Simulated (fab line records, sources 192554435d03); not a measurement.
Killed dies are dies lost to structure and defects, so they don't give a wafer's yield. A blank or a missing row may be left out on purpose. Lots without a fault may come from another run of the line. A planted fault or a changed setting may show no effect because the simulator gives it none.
fab line records | flow n5_finfet
record lots=24 wafers=72 last_day=18
route steps=1938 shown GATE_CUT@470 MOL_CONTACT_COAG@527
lots that met no fault: from a run of the same line without faults
start_h: hours from the record's first day to the start of the lot's first wafer shown | wait_h: hours since the lot's step before | " the same as in the row above | L1.1+2: a row that stands for several wafers | - no value, or no start given | * or withheld: withheld | < > ~ a bound
route shown NAME@n: a module of which the file shows steps, and the number in the route of the first | usual: mean/standard deviation of fault-free wafers | same: alike in all rows | chamber/n: place in a boat | sites: the reading at each site | _std_site: their standard deviation | _edge_site: outer sites' mean less inner sites' | radius_mm: how far each site lies from the wafer's centre | mask NAME#n: copy n | behind: the tool/chamber that last shaped the wafer | hold: why the lot was held/for how many hours/how that ended | device: the transistor (n, p or np) that didn't switch | end of line: the same wafers' tests at the end of the route | a step without rows: its recipe alone | killed: dies lost to structure and defects at the first sort, not the wafer's yield | map: a wafer's dies, x killed, . not, _ none there
set.NAME: the setting as run; set.NAME@STEP: as run at that earlier step | model.NAME: the simulator's own value behind a step, which no gauge read
steps of the route over a sample of lots; a table a step, a row a wafer
services: from which hour (start_h, from the record's first day; less than 0 if before it) a tool's chamber was out of use, for how many hours, and why
## steps
# step N5_GATE_CUT_STRIP_59
# recipe chemistry=N2/H2 time_s=20 power_w=100 temp_c=40 pressure_mtorr=100 rf_frequency_hz=6e+07 bias_power_w=3 n2_flow_sccm=300 h2_flow_sccm=300
# usual drypump_motor_current_A=5.5/0.33 oes_product_au=0.78/0.083 rf_vpp_V=45.1/0.85 showerhead_plenum_p_Torr=3.38/0.11 throttle_valve_pct=12.19/0.29
# columns lot.wafer tool chamber start_h wait_h drypump_motor_current_A oes_product_au rf_hours_counter_h rf_vpp_V showerhead_plenum_p_Torr throttle_valve_pct
L074.3 rie_diel-02 2 81.24 0.1 6.0 0.78 127 43.6 3.26 12.25
L074.4 " 0 " " 5.8 0.73 184 46.0 3.48 12.38
L074.5 " 2 " " 6.1 0.77 - 44.4 3.26 12.26
L075.1 rie_diel-04 0 89.15 0.1 5.0 0.74 173 45.0 3.51 12.26
L075.2 " 1 " " 5.2 0.90 38 46.2 3.29 12.15
L075.5 " 2 " " 5.5 0.79 - 45.9 3.52 12.14
L076.2 rie_diel-02 1 91.68 0.1 5.7 0.69 248 44.6 3.18 12.38
L076.3 " 0 " " 5.8 0.73 185 46.3 3.48 12.38
L076.4 " 2 " " 6.0 0.77 129 44.1 3.26 12.26
L077.1 rie_diel-04 1 101.64 0.1 5.2 0.89 41 45.6 3.29 12.15
L077.3 " 0 " " 4.9 0.74 177 46.4 3.51 12.26
L077.4 " 2 " " 5.5 0.78 144 44.5 3.52 12.13
L079.2 rie_diel-04 3 110.16 0.1 5.2 0.68 240 45.1 3.20 12.32
L079.4 " 1 " " 5.2 0.89 44 45.8 3.29 12.16
L079.6 " 0 " " 5.0 0.74 - 46.0 3.51 12.27
L078.1 rie_diel-01 1 112.83 0.1 5.8 0.73 190 45.1 3.35 12.62
L078.2 " 3 " " 5.3 0.68 226 46.8 3.33 12.32
L078.5 " 2 " " 5.4 0.91 - 45.3 3.32 11.66
L080.1 rie_diel-04 3 119.22 0.1 5.2 0.68 243 44.1 3.20 12.34
L080.2 " 0 " " 4.9 0.74 183 45.8 3.51 12.29
L080.4 " 1 " " 5.2 0.89 48 45.3 3.29 12.17
L081.1 rie_diel-01 2 127.14 0.1 5.4 0.90 23 45.0 3.31 11.66
L081.3 " 1 " " 5.8 0.74 194 44.3 3.35 12.64
L081.6 " 1 " " 5.8 0.74 - 45.4 3.35 12.63
L082.1 rie_diel-02 3 136.31 0.1 5.9 0.73 198 44.7 3.48 12.36
L082.3 " 2 " " 6.0 0.76 146 45.1 3.25 12.28
L082.5 " 3 " " 5.9 0.73 - 43.7 3.48 12.36
L083.1 rie_diel-02 2 137.48 0.1 6.0 0.76 147 46.2 3.25 12.30
L083.3 " 0 " " 5.8 0.72 202 45.4 3.47 12.43
L083.4 " 2 " " 6.0 0.75 - 45.2 3.25 12.30
L084.1 rie_diel-01 0 143.42 0.1 5.9 0.85 55 45.6 3.42 11.77
L084.3 " 2 " " 5.4 0.89 30 45.9 3.31 11.69
L084.6 " 2 " " 5.4 0.89 - 44.3 3.31 11.70
L085.3 rie_diel-01 3 150.08 0.1 5.3 0.68 239 47.6 3.32 12.37
L085.4 " 0 " " 5.9 0.85 58 46.6 3.42 11.78
L085.5 " 0 " " 5.9 0.85 - 44.9 3.42 11.76
L086.4 rie_diel-04 0 158.66 0.1 5.0 0.73 186 45.3 3.51 12.29
L086.5 " 3 " " 5.2 0.68 - 45.0 3.20 12.33
L086.6 " 0 " " 5.0 0.74 - 43.9 3.51 12.28
L087.1 rie_diel-01 3 160.97 0.1 5.3 0.67 243 45.5 3.32 12.38
L087.2 " 0 " " 5.9 0.83 62 44.6 3.42 11.80
L087.5 " 2 " " 5.3 0.88 - 46.5 3.31 11.70
L088.2 rie_diel-01 3 169.83 0.1 5.3 0.67 246 45.1 3.32 12.40
L088.4 " 0 " " 5.8 0.84 64 45.4 3.42 11.78
L088.5 " 3 " " 5.3 0.67 - 44.1 3.32 12.38
L089.1 rie_diel-01 2 174.22 0.1 5.4 0.87 41 44.4 3.30 11.69
L089.5 " 0 " " 5.9 0.83 - 45.8 3.42 11.80
L089.6 " 1 " " 5.7 0.72 - 44.6 3.34 12.68
L090.1 rie_diel-01 0 182.68 0.1 5.9 0.83 68 44.5 3.42 11.79
L090.2 " 2 " " 5.4 0.86 43 45.3 3.30 11.71
L090.5 " 2 " " 5.4 0.87 - 43.7 3.30 11.73
L091.2 rie_diel-04 1 185.36 0.1 5.2 0.87 58 44.4 3.28 12.21
L091.3 " 0 " " 5.0 0.73 195 44.9 3.50 12.31
L091.6 " 2 " " 5.5 0.76 - 44.3 3.51 12.20
L092.1 rie_diel-04 0 189.67 0.1 5.0 0.72 196 45.3 3.50 12.31
L092.3 " 2 " " 5.5 0.76 164 46.9 3.51 12.20
L092.4 " 3 " " 5.2 0.98 1 45.5 3.60 11.72
L093.3 rie_diel-02 1 199.44 0.1 5.7 0.95 20 47.0 3.57 11.81
L093.5 " 3 " " 5.9 0.70 - 45.5 3.46 12.42
L093.6 " 0 " " 5.8 0.70 - 44.5 3.46 12.50
L094.1 rie_diel-04 0 201.59 0.1 5.0 0.73 199 46.3 3.50 12.31
L094.2 " 2 " " 5.5 0.76 169 45.3 3.51 12.21
L094.6 " 2 " " 5.5 0.76 - 47.2 3.51 12.23
L095.2 rie_diel-04 3 210.75 0.1 5.2 0.95 9 45.7 3.60 11.73
L095.3 " 2 " " 5.5 0.76 173 44.7 3.51 12.23
L095.5 " 0 " " 5.0 0.72 - 45.4 3.50 12.33
L096.1 rie_diel-01 1 214.35 0.1 5.8 0.71 221 45.9 3.34 12.70
L096.2 " 0 " " 5.9 0.82 74 45.4 3.41 11.81
L096.4 " 3 " " 5.3 0.96 3 45.9 3.32 11.76
L097.1 rie_diel-04 3 220.89 0.1 5.1 0.92 11 46.7 3.60 11.74
L097.4 " 1 " " 5.2 0.84 70 44.2 3.28 12.23
L097.6 " 2 " " 5.5 0.74 - 44.7 3.50 12.23
# step N5_GATE_CUT_SAC_CAP_01
# recipe material=SiNx target_thk_a=240 temp_c=400 ald_precursor_family=SiH2I2 ald_co_reactant=N2/H2-plasma pulse_time_s=1 ald_cycles=480 purge_time_s=2 co_reactant_purge_time_s=2 pressure_torr=2
# usual heater_power_w=871/95 precursor_pulse_height_rel=1.000/0.022
# columns lot.wafer tool chamber start_h wait_h heater_power_w precursor_pulse_height_rel
L074.3 ald_sin-04 0 81.45 0.0 861 0.973
L074.4 " 2 " " 949 0.972
L074.5 " 2 82.54 1.1 976 1.047
L075.1 ald_sin-03 2 90.45 1.1 824 1.009
L075.2 " 3 " " 727 0.995
L075.5 " 2 91.54 2.2 842 1.056
L076.2 ald_sin-04 0 92.35 0.5 869 0.968
L076.3 " 1 " " 722 0.968
L076.4 " 3 " " 884 0.991
L077.1 ald_sin-04 3 101.86 0.0 887 0.989
L077.3 " 2 " " 953 1.017
L077.4 " 1 " " 729 1.001
L079.2 ald_sin-02 0 110.37 0.0 1128 0.990
L079.4 " 0 111.46 1.1 1110 1.004
L079.6 " 2 " " 909 0.998
L078.1 ald_sin-03 1 113.05 0.0 841 1.010
L078.2 " 0 " " 902 0.978
L078.5 " 2 114.13 1.1 834 1.016
L080.1 ald_sin-03 2 119.44 0.0 854 0.945
L080.2 " 1 " " 830 1.002
L080.4 " 0 " " 920 0.967
L081.1 ald_sin-04 1 127.35 0.0 734 1.001
L081.3 " 2 " " 966 1.016
L081.6 " 1 128.44 1.1 738 1.005
L082.1 ald_sin-04 3 136.52 0.0 882 1.016
L082.3 " 2 " " 1000 1.015
L082.5 " 1 137.61 1.1 737 1.000
L083.1 ald_sin-02 2 137.69 0.0 899 1.004
L083.3 " 3 " " 870 0.999
L083.4 " 3 138.78 1.1 867 0.997
L084.1 ald_sin-04 3 143.76 0.2 889 0.994
L084.3 " 2 " " 960 0.968
L084.6 " 1 144.84 1.2 739 1.040
L085.3 ald_sin-04 3 150.30 0.0 881 0.970
L085.4 " 1 151.39 1.1 757 0.967
L085.5 " 2 " " 978 1.020
L086.4 ald_sin-02 3 159.96 1.1 864 1.024
L086.5 " 0 " " 1100 1.019
L086.6 " 2 " " 937 0.974
L087.1 ald_sin-04 1 161.19 0.0 749 1.023
L087.2 " 3 " " 864 1.015
L087.5 " 1 162.28 1.1 758 1.029
L088.2 ald_sin-03 0 170.04 0.0 911 0.998
L088.4 " 2 " " 838 1.000
L088.5 " 2 171.13 1.1 841 0.995
L089.1 ald_sin-04 0 174.72 0.3 859 1.010
L089.5 " 0 175.80 1.4 846 0.984
L089.6 " 1 " " 754 1.013
L090.1 ald_sin-04 2 182.90 0.0 972 1.018
L090.2 " 0 " " 868 0.970
L090.5 " 1 183.99 1.1 774 1.003
L091.2 ald_sin-02 0 185.91 0.4 1090 1.002
L091.3 " 1 " " 828 0.996
L091.6 " 2 186.99 1.4 901 0.969
L092.1 ald_sin-02 0 190.56 0.7 1110 0.966
L092.3 " 1 " " 795 0.992
L092.4 " 2 " " 916 1.002
L093.3 ald_sin-02 0 199.65 0.0 1115 0.969
L093.5 " 2 200.74 1.1 900 1.067
L093.6 " 3 " " 874 0.981
L094.1 ald_sin-04 3 201.86 0.1 885 1.041
L094.2 " 2 " " 964 1.006
L094.6 " 1 202.94 1.2 742 1.017
L095.2 ald_sin-03 1 210.97 0.0 811 0.961
L095.3 " 0 " " 951 0.988
L095.5 " 1 212.05 1.1 840 0.986
L096.1 ald_sin-04 2 214.56 0.0 970 1.009
L096.2 " 1 " " 751 1.006
L096.4 " 0 " " 870 1.001
L097.1 ald_sin-03 3 221.12 0.0 722 1.009
L097.4 " 2 " " 833 1.013
L097.6 " 0 222.21 1.1 947 1.040
# step N5_GATE_CUT_PECVD_57
# recipe material=SiNx target_thk_a=210 temp_c=400 precursor=SiH4/NH3/N2 pressure_torr=1.5 rf_w=300
# usual heater_power_w=758/110 showerhead_plenum_p_Torr=5.11/0.1 throttle_valve_pct=38.9/1.4
# columns lot.wafer tool chamber start_h wait_h heater_power_w showerhead_plenum_p_Torr throttle_valve_pct
L074.3 pecvd-04 2 83.64 1.1 851 5.20 35.2
L074.4 " 1 " " 938 5.05 38.8
L074.5 " 0 " " 704 5.01 40.1
L075.1 pecvd-02 1 92.65 1.1 776 5.17 41.0
L075.2 " 2 " " 698 5.02 39.1
L075.5 " 1 " " 820 5.17 40.8
L076.2 pecvd-03 1 94.54 1.1 756 5.30 38.7
L076.3 " 2 " " 617 5.00 39.1
L076.4 " 0 " " 733 5.12 37.9
L077.1 pecvd-03 1 104.05 1.1 884 5.30 38.6
L077.3 " 2 " " 660 5.01 39.3
L077.4 " 1 " " 884 5.28 38.8
L079.2 pecvd-04 2 112.57 1.1 873 5.20 35.5
L079.4 " 0 " " 633 5.01 40.2
L079.6 " 2 " " 828 5.20 35.6
L078.1 pecvd-04 0 115.24 1.1 646 5.00 40.5
L078.2 " 1 " " 906 5.06 38.7
L078.5 " 0 " " 629 5.00 40.3
L080.1 pecvd-03 1 121.63 1.1 806 5.31 38.7
L080.2 " 0 " " 764 5.12 38.0
L080.4 " 0 " " 779 5.12 38.4
L081.1 pecvd-03 0 129.54 1.1 736 5.12 38.5
L081.3 " 2 " " 675 5.01 39.0
L081.6 " 1 " " 767 5.29 38.5
L082.1 pecvd-04 0 138.72 1.1 705 4.99 40.4
L082.3 " 1 " " 855 5.05 38.8
L082.5 " 0 " " 709 5.00 40.7
L083.1 pecvd-03 0 139.88 1.1 609 5.11 38.1
L083.3 " 1 " " 920 5.29 38.7
L083.4 " 2 " " 700 4.99 39.2
L084.1 pecvd-03 1 145.95 1.1 791 5.29 38.8
L084.3 " 2 " " 712 4.99 39.1
L084.6 " 0 " " 668 5.11 38.4
L085.3 pecvd-02 2 152.49 1.1 760 5.02 39.4
L085.4 " 1 " " 924 5.17 40.6
L085.5 " 0 " " 600 5.15 39.4
L086.4 pecvd-03 2 161.09 0.0 643 5.00 39.1
L086.5 " 1 " " 889 5.29 38.6
L086.6 " 0 " " 762 5.11 38.2
L087.1 pecvd-03 0 163.40 1.1 770 5.12 38.1
L087.2 " 2 " " 607 5.01 39.2
L087.5 " 1 " " 898 5.29 38.7
L088.2 pecvd-04 1 172.24 1.1 955 5.04 38.8
L088.4 " 1 " " 965 5.06 38.6
L088.5 " 2 " " 832 5.20 36.1
L089.1 pecvd-04 2 176.91 1.1 831 5.20 36.1
L089.5 " 2 " " 837 5.20 35.7
L089.6 " 0 " " 598 5.00 40.7
L090.1 pecvd-03 1 185.10 1.1 836 5.31 38.7
L090.2 " 2 " " 672 5.00 39.0
L090.5 " 1 " " 840 5.30 38.9
L091.2 pecvd-02 1 188.10 1.1 827 5.17 40.9
L091.3 " 1 " " 815 5.17 40.6
L091.6 " 2 " " 796 5.02 39.5
L092.1 pecvd-04 0 192.75 1.1 726 5.00 40.8
L092.3 " 2 " " 738 5.20 36.3
L092.4 " 0 " " 702 5.00 40.9
L093.3 pecvd-03 0 201.85 1.1 696 5.11 38.6
L093.5 " 1 " " 858 5.29 38.7
L093.6 " 2 " " 603 5.00 39.1
L094.1 pecvd-02 2 204.05 1.1 710 5.04 39.5
L094.2 " 1 " " 854 5.17 40.9
L094.6 " 1 " " 855 5.17 40.8
L095.2 pecvd-04 1 213.16 1.1 943 5.05 38.6
L095.3 " 2 " " 891 5.21 36.1
L095.5 " 0 " " 680 5.01 40.8
L096.1 pecvd-02 2 216.78 1.1 753 5.02 39.7
L096.2 " 0 " " 611 5.15 39.9
L096.4 " 2 " " 745 5.04 39.3
L097.1 pecvd-02 0 223.32 1.1 610 5.15 39.8
L097.4 " 0 " " 623 5.15 39.8
L097.6 " 1 " " 789 5.15 41.1
# step N5_GATE_CUT_VAPOR_ETCH_51
# recipe chemistry=BCl3/Cl2 target=HfO2 mode=isotropic
# usual drypump_motor_current_A=5.87/0.24 oes_product_au=0.81/0.094
# columns lot.wafer tool chamber start_h wait_h drypump_motor_current_A oes_product_au
L074.3 rie_metal-03 0 85.15 0.0 5.81 0.89
L074.4 " 1 " " 6.02 0.58
L074.5 " 0 " " 5.81 0.90
L075.1 rie_metal-01 1 94.27 0.0 6.14 0.78
L075.2 " 0 " " 5.43 0.73
L075.5 " 1 " " 6.17 0.78
L076.2 rie_metal-03 0 96.40 0.0 5.81 0.88
L076.3 " 0 " " 5.76 0.89
L076.4 " 1 " " 6.02 0.57
L077.1 rie_metal-02 1 105.74 0.0 6.13 0.74
L077.3 " 0 " " 5.75 0.94
L077.4 " 1 " " 6.13 0.74
L079.2 rie_metal-02 0 114.19 0.0 5.73 0.93
L079.4 " 0 " " 5.70 0.94
L079.6 " 0 " " 5.71 0.94
L078.1 rie_metal-02 1 116.76 0.0 6.13 0.73
L078.2 " 0 " " 5.72 0.93
L078.5 " 1 " " 6.12 0.73
L080.1 rie_metal-03 0 123.51 0.1 5.78 0.87
L080.2 " 0 " " 5.76 0.87
L080.4 " 0 " " 5.77 0.88
L081.1 rie_metal-03 0 131.32 0.1 5.79 0.87
L081.3 " 0 " " 5.80 0.87
L081.6 " 0 " " 5.81 0.87
L082.1 rie_metal-03 0 140.60 0.1 5.76 0.86
L082.3 " 0 " " 5.80 0.86
L082.5 " 0 " " 5.79 0.86
L083.1 rie_metal-02 0 141.89 0.0 5.70 0.91
L083.3 " 0 " " 5.71 0.91
L083.4 " 1 " " 6.14 0.73
L084.1 rie_metal-02 0 147.45 0.0 5.68 0.91
L084.3 " 0 " " 5.68 0.92
L084.6 " 1 " " 6.12 0.73
L085.3 rie_metal-02 0 154.00 0.0 5.71 0.92
L085.4 " 1 " " 6.15 0.74
L085.5 " 0 " " 5.67 0.91
L086.4 rie_metal-02 1 162.61 0.0 6.15 0.72
L086.5 " 0 " " 5.73 0.90
L086.6 " 1 " " 6.13 0.73
L087.1 rie_metal-01 1 165.08 0.0 6.15 0.76
L087.2 " 0 " " 5.42 0.71
L087.5 " 0 " " 5.43 0.72
L088.2 rie_metal-01 0 173.89 0.0 5.44 0.71
L088.4 " 1 " " 6.15 0.77
L088.5 " 1 " " 6.17 0.77
L089.1 rie_metal-01 0 178.43 0.0 5.43 0.71
L089.5 " 0 " " 5.42 0.71
L089.6 " 1 " " 6.12 0.76
L090.1 rie_metal-02 1 186.80 0.0 6.14 0.72
L090.2 " 0 " " 5.69 0.89
L090.5 " 1 " " 6.11 0.71
L091.2 rie_metal-03 1 189.92 0.0 6.03 0.93
L091.3 " 1 " " 6.03 0.93
L091.6 " 0 " " 5.78 0.84
L092.1 rie_metal-01 1 194.25 0.0 6.12 0.76
L092.3 " 1 " " 6.14 0.76
L092.4 " 0 " " 5.44 0.71
L093.3 rie_metal-03 0 203.78 0.0 5.82 0.85
L093.5 " 0 " " 5.82 0.84
L093.6 " 1 " " 6.02 0.92
L094.1 rie_metal-02 0 206.02 0.0 5.73 0.88
L094.2 " 1 " " 6.11 0.72
L094.6 " 1 " " 6.11 0.72
L095.2 rie_metal-02 1 214.66 0.0 6.09 0.72
L095.3 " 1 " " 6.12 0.71
L095.5 " 0 " " 5.69 0.88
L096.1 rie_metal-01 1 218.73 0.0 6.13 0.76
L096.2 " 0 " " 5.43 0.71
L096.4 " 0 " " 5.43 0.71
L097.1 rie_metal-03 1 225.09 0.0 6.00 0.92
L097.4 " 0 " " 5.77 0.84
L097.6 " 1 " " 6.02 0.92
# step N5_GATE_CUT_CMP_61
# recipe stop_on=SiNx t_overpolish_s=3 post_cmp_clean=alkaline_brush down_force_psi=4 platen_rpm=27.09 pad_velocity_m_s=0.539
# usual motor_current_A=12.3/0.83
# columns lot.wafer tool chamber start_h wait_h motor_current_A
L074.3 cmp-02 0 87.83 0.4 12.9
L074.4 " 2 " " 11.8
L074.5 " 1 " " 12.0
L075.1 cmp-02 0 97.51 0.3 13.1
L075.2 " 1 " " 11.7
L075.5 " 3 " " 11.4
L076.2 cmp-04 1 98.93 0.3 12.4
L076.3 " 2 " " 13.1
L076.4 " 3 " " 12.1
L077.4 cmp-02 0 108.25 0.4 12.9
L077.1 " 1 " " 12.4
L077.3 " 3 " " 10.8
L079.2 cmp-04 2 116.69 0.4 13.2
L079.4 " 3 " " 11.9
L079.6 " 2 " " 13.0
L078.1 cmp-01 1 119.35 0.3 11.8
L078.2 " 2 " " 13.2
L078.5 " 0 " " 13.4
L080.1 cmp-02 3 126.57 0.4 11.1
L080.4 " 1 " " 12.1
L080.2 " 2 " " 12.4
L081.3 cmp-04 0 133.85 0.4 12.0
L081.1 " 2 " " 13.6
L081.6 " 1 " " 12.8
L082.1 cmp-04 0 143.35 0.3 12.0
L082.3 " 1 " " 12.9
L082.5 " 3 " " 11.6
L083.3 cmp-02 3 144.67 0.3 10.8
L083.4 " 0 " " 13.0
L083.1 " 1 " " 12.1
L084.1 cmp-04 0 150.12 0.4 12.1
L084.3 " 3 " " 11.6
L084.6 " 0 " " 12.3
L085.3 cmp-04 1 156.53 0.3 13.5
L085.4 " 3 " " 11.9
L085.5 " 1 " " 12.9
L086.4 cmp-02 2 165.38 0.3 12.4
L086.6 " 0 " " 13.4
L086.5 " 1 " " 11.7
L087.2 cmp-02 3 167.61 0.3 10.6
L087.1 " 1 " " 12.6
L087.5 " 2 " " 12.8
L088.4 cmp-01 0 176.39 0.4 12.8
L088.2 " 3 " " 13.9
L088.5 " 1 " " 11.6
L089.1 cmp-01 2 180.93 0.4 14.1
L089.5 " 2 " " 13.3
L089.6 " 3 " " 13.0
L090.2 cmp-04 1 190.43 0.3 12.9
L090.1 " 2 " " 13.1
L090.5 " 3 " " 11.5
L091.3 cmp-01 2 195.42 1.7 12.7
L091.2 " 0 " " 13.0
L091.6 " 3 " " 13.3
L092.1 cmp-04 1 196.74 0.4 12.5
L092.3 " 2 " " 13.0
L092.4 " 3 " " 12.0
L093.3 cmp-04 3 206.33 0.3 11.5
L093.6 " 1 " " 12.5
L093.5 " 2 " " 12.9
L094.2 cmp-02 3 208.52 0.4 11.0
L094.1 " 1 " " 12.1
L094.6 " 3 " " 11.3
L095.3 cmp-01 3 217.22 0.3 13.4
L095.2 " 0 " " 12.2
L095.5 " 2 " " 13.3
L096.1 cmp-02 3 221.24 0.4 10.4
L096.4 " 1 " " 12.1
L096.2 " 2 " " 12.1
L097.1 cmp-02 2 227.59 0.4 12.3
L097.4 " 1 " " 11.5
L097.6 " 2 " " 12.0
# step N5_MOL_CONTACT_COAG_OVL_MEAS_09
# recipe points_per_wafer=522
# usual CA_OVL=-0.4/0.75
# columns lot.wafer tool chamber start_h wait_h CA_OVL[nm]
L074.3 overlay-01 0 88.52 0.0 -1.2
L074.4 " 0 " " -1.4
L074.5 " 0 " " -1.3
L075.1 overlay-02 0 98.04 0.0 -0.5
L075.2 " 0 " " -0.6
L075.5 " 0 " " -0.5
L076.2 overlay-02 0 99.59 0.0 -0.4
L076.3 " 0 " " 0.2
L076.4 " 0 " " 0.0
L077.1 overlay-02 0 108.81 0.0 -0.1
L077.3 " 0 " " 0.9
L077.4 " 0 " " -1.0
L079.2 overlay-01 0 117.25 0.0 0.1
L079.4 " 0 " " 0.7
L079.6 " 0 " " 0.2
L078.1 overlay-01 0 119.88 0.0 -1.2
L078.2 " 0 " " 0.5
L078.5 " 0 " " -1.0
L080.1 overlay-02 0 127.13 0.0 -0.2
L080.2 " 0 " " 0.4
L080.4 " 0 " " -0.2
L081.1 overlay-01 0 134.41 0.0 -0.1
L081.3 " 0 " " -1.0
L081.6 " 0 " " -0.5
L082.1 overlay-02 0 143.92 0.0 0.8
L082.3 " 0 " " 0.4
L082.5 " 0 " " 1.1
L083.1 overlay-02 0 145.20 0.0 0.8
L083.3 " 0 " " 0.2
L083.4 " 0 " " 0.1
L084.1 overlay-01 0 151.47 0.0 -0.2
L084.3 " 0 " " 0.0
L084.6 " 0 " " -0.4
L085.3 overlay-01 0 166.02 0.0 0.3
L085.4 " 0 " " 0.8
L085.5 " 0 " " -0.8
L086.4 overlay-02 0 166.06 0.0 0.1
L086.5 " 0 " " 0.0
L086.6 " 0 " " -0.2
L087.1 overlay-02 0 168.14 0.0 -0.2
L087.2 " 0 " " -0.2
L087.5 " 0 " " -0.5
L088.2 overlay-01 0 177.08 0.0 -1.0
L088.4 " 0 " " -0.8
L088.5 " 0 " " -0.3
L089.1 overlay-02 0 181.49 0.0 -0.6
L089.5 " 0 " " -1.8
L089.6 " 0 " " -1.6
L090.1 overlay-01 0 190.93 0.0 0.3
L090.2 " 0 " " -0.6
L090.5 " 0 " " -0.8
L091.2 overlay-01 0 196.12 0.0 -1.4
L091.3 " 0 " " -0.7
L091.6 " 0 " " -1.1
L092.1 overlay-02 0 197.30 0.0 -0.5
L092.3 " 0 " " -0.1
L092.4 " 0 " " 0.2
L093.3 overlay-02 0 206.84 0.0 -0.7
L093.5 " 0 " " -0.5
L093.6 " 0 " " -1.2
L094.1 overlay-01 0 209.20 0.0 -0.5
L094.2 " 0 " " -0.5
L094.6 " 0 " " 0.4
L095.2 overlay-02 0 217.73 0.0 1.1
L095.3 " 0 " " -0.3
L095.5 " 0 " " -0.4
L096.1 overlay-02 0 221.95 0.0 -1.7
L096.2 " 0 " " -1.6
L096.4 " 0 " " -0.8
L097.1 overlay-02 0 228.15 0.0 -1.1
L097.4 " 0 " " -0.4
L097.6 " 0 " " -1.4
## services
# columns tool chamber start_h hours kind
ald_sin-04 1 59.57 6.5 repair
ald_sin-02 - 78.45 1.6 repair
ald_sin-03 - 83.95 6.1 pm
ald_sin-02 - 85.25 14.0 pm
rie_diel-01 1 93.05 9.4 repair
rie_diel-02 - 94.98 2.8 pm
rie_diel-02 3 98.87 7.9 repair
cmp-02 - 101.97 2.8 repair
cmp-02 - 109.63 1.5 repair
pecvd-02 - 115.42 1.9 repair
ald_sin-04 3 121.37 8.2 repair
rie_diel-04 - 128.58 28.1 pm
cmp-04 - 130.10 0.3 repair
ald_sin-04 0 133.24 22.3 repair
cmp-02 - 141.17 2.8 pm
cmp-04 - 159.45 7.9 repair
ald_sin-03 - 178.86 14.0 pm
cmp-02 - 183.58 4.0 pm
pecvd-02 0 184.49 4.6 repair
rie_metal-02 - 196.03 2.8 pm
rie_diel-01 - 196.89 8.3 repair
pecvd-03 1 212.15 14.9 repair
cmp-04 - 212.19 2.0 repair
cmp-04 - 217.08 3.9 pm
## key
fault none
